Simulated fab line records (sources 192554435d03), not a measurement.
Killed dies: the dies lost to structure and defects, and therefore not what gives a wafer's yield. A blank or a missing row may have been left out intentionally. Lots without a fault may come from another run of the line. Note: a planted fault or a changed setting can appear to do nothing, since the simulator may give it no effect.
Problem report in the 8D (eight disciplines) form, filled by code ; flow n5Finfet ; the parts of the form that need people (team, actions taken, sign-off) are left out

1. WHAT IS WRONG
oesProductAu at N5_MIM_TOP_ETCH_ETCH_00 reads a mean of 1.03 a.u. on 2 wafers of 2 lots; wafers without a fault read 0.83 a.u. with a standard deviation of 0.047. Measured from the usual mean, that is +4.3 standard deviations.
The step: etches TiN in Cl2/BCl3, target depth 38.5 nm.
First seen on wafer L240.5, day 16 18:25, on rieMetal-03. Wafers with a number at this step in the record: 18, from 6 lots. The rule behind "out" and "out of limits": a value lying over 4 standard deviations away from the usual mean. Any other wafer with a number is counted as sound.

2. WHAT THIS IS AND IS NOT
question;is;is not
which readings at this step;oesProductAu;drypumpMotorCurrentA, throttleValvePct
which lots;L239, L240;L221, L225, L231, L232
which wafers of those lots;L239.6, L240.5;L239.3, L239.4, L240.1, L240.3
read on which tools;rieMetal-03;rieMetal-01, rieMetal-02
when;from day 16 18:25;"up to then (14 sound wafers); but 2 sound wafers of L239 came after"

3. WHAT RULES OUT EACH SUSPECT
Counting: any tool at a process step up to the reading remains a suspect provided it ran every lot that is out. Sound lots after the first of them don't rule it out here, since some wafers of a struck lot are sound.
- rieMetal-03 at N5_MIM_TOP_ETCH_ETCH_00 (etches TiN in Cl2/BCl3, target depth 38.5 nm): kept. Ran every lot that is out, first one L240 (day 16 18:25); last sound lot up to then L232 (day 14 16:59). Out on those wafers are its own readings of oesProductAu.
Left after counting: rieMetal-03 at N5_MIM_TOP_ETCH_ETCH_00.

4. THE CAUSE (what the simulator had put in)
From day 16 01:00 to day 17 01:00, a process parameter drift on rieMetal-03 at N5_MIM_TOP_ETCH_ETCH_00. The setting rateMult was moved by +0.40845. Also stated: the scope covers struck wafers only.
The count eliminated every tool but this one.

5. SEQUENCE OF EFFECTS, ordered by route
Each row: a reading where the mean over the struck wafers with a number is more than 3 standard deviations away from the usual. Only readings for which the record gives a usual standard deviation are gone through. hours: the time from each lot's start at the first step in this table that gives one to its start at this step, as a median over the lots. sigmas: the change in usual standard deviations.
hours;step;reading;usual;on struck wafers;change;sigmas
0;N5_MIM_TOP_ETCH_ETCH_00;oesProductAu;0.83 a.u.;1.03;+0.20;+4.3
It contains these process steps:
- N5_MIM_TOP_ETCH_ETCH_00: etches TiN in Cl2/BCl3, target depth 38.5 nm.

6. WHAT WOULD HAVE CAUGHT IT SOONER
In this record no reading fell out of limits until day 16 18:25, 17 hours after the fault had begun at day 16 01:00.
